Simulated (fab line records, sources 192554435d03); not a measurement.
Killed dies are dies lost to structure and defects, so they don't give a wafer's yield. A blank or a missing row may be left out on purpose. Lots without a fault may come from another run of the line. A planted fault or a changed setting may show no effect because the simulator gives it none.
Split-lot experiment | flow n5_finfet | 7 lots, 21 wafers read, on a route of 1938 steps

THE SPLIT
At N5_BEOL_M0_ETCH_138 (etches SiCN in CH3F/O2, target depth 12 nm, time 31.6 s), the setting bias_w was moved away from the recipe's 75 W on 7 of the 21 wafers read, by -17.4% to +5.2%. The other wafers ran this setting at the recipe's value.

The reading is taken at the split's own step.

THE READING
rf_vpp_V, in V, at N5_BEOL_M0_ETCH_138 (etches SiCN in CH3F/O2, target depth 12 nm, time 31.6 s). Fault-free wafers of this fab line usually give 297.0 V, standard deviation 1.2 V.

wafer  | tool, chamber at the split | bias_w as run, W | against the recipe | rf_vpp_V, V | against lot-mates on the recipe
L075.1 | rie_diel-05, 1             | 64.56            | -13.9%             | 269.0       | -28.1
L075.3 | rie_diel-05, 3             | 75               | recipe             | 296.4       | -
L075.6 | rie_diel-05, 2             | 75               | recipe             | 297.8       | -
L077.3 | rie_diel-05, 1             | 75               | recipe             | 296.4       | -
L077.4 | rie_diel-05, 3             | 75               | recipe             | 297.1       | -
L077.6 | rie_diel-05, 0             | 75               | recipe             | 295.2       | -
L082.4 | rie_diel-05, 0             | 61.98            | -17.4%             | 264.1       | -33.1
L082.5 | rie_diel-05, 1             | 75               | recipe             | 296.8       | -
L082.6 | rie_diel-05, 0             | 75               | recipe             | 297.6       | -
L089.2 | rie_diel-05, 1             | 75               | recipe             | 294.7       | -
L089.4 | rie_diel-05, 2             | 75               | recipe             | 296.8       | -
L089.6 | rie_diel-05, 3             | 75               | recipe             | 296.9       | -
L092.2 | rie_diel-05, 1             | 66.04            | -11.9%             | 273.1       | -22.8
L092.3 | rie_diel-05, 2             | 66.04            | -11.9%             | 274.2       | -21.7
L092.4 | rie_diel-05, 0             | 75               | recipe             | 295.9       | -
L096.2 | rie_diel-01, 3             | 75               | recipe             | 298.6       | -
L096.5 | rie_diel-01, 2             | 78.92            | +5.2%              | 310.6       | +13.1
L096.6 | rie_diel-01, 1             | 75               | recipe             | 296.5       | -
L097.2 | rie_diel-04, 1             | 67.78            | -9.6%              | 278.5       | -17.5
L097.3 | rie_diel-04, 3             | 67.78            | -9.6%              | 278.5       | -17.5
L097.6 | rie_diel-04, 0             | 75               | recipe             | 296.0       | -

THE FIT
A straight line over all 21 wafers: rf_vpp_V changes by +1.96 V for each +1% of bias_w; r = +1.00; the points scatter about the line by 1.2 V.
The same after taking each lot's own level away (the mean of its wafers on the recipe; 21 wafers): +1.94 V for each +1%; r = +1.00; scatter 1.1 V.
On that fit, the largest move of bias_w shifts the reading by 34 V.
The lots' own levels span 295.90 to 297.55 V, that is 1.4 times the standard deviation above.
So the lot-to-lot level changes the slope little: the two slopes agree.
Check: with one of the wafers moved furthest among these (-17.4%) left out of the fit, the line predicts -33.4 V for it against its lot-mates. It came out at -33.1 V against them.
Tool readings at the split's step, against how far the setting was moved: rf_vpp_V r = +1.00.

OTHER SPLITS ON THESE WAFERS
These wafers also went through other splits before the reading. Each is held against what the fit with the lots' levels taken away leaves over:
other split on the same wafers            | wafers away from the commonest value | r with rf_vpp_V (lot level and that fit taken away)
N5_SDB_CUT_ETCH_26 icp_w                  | 7                                    | -0.19
N5_GATE_CUT_ETCH_56 icp_w                 | 6                                    | +0.20
N5_GATE_CUT_ETCH_58 time_s                | 6                                    | -0.27
N5_MOL_CONTACT_COAG_COAT_02 spin_rpm      | 4                                    | -0.02
N5_MOL_CONTACT_COAG_ETCH_105 bias_w       | 5                                    | +0.44
N5_MOL_CONTACT_COAG_VIA_ETCH_46 bias_w    | 6                                    | +0.23
N5_MOL_CONTACT_COAG_VIA_ETCH_117 bias_w   | 9                                    | -0.15
N5_BEOL_M0_SAQP_SPACER1_ALD_98 ald_cycles | 7                                    | -0.17

THE FILE'S OWN FIT
rf_vpp_V changes by +1.94 V for each +1% of bias_w, r = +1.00.
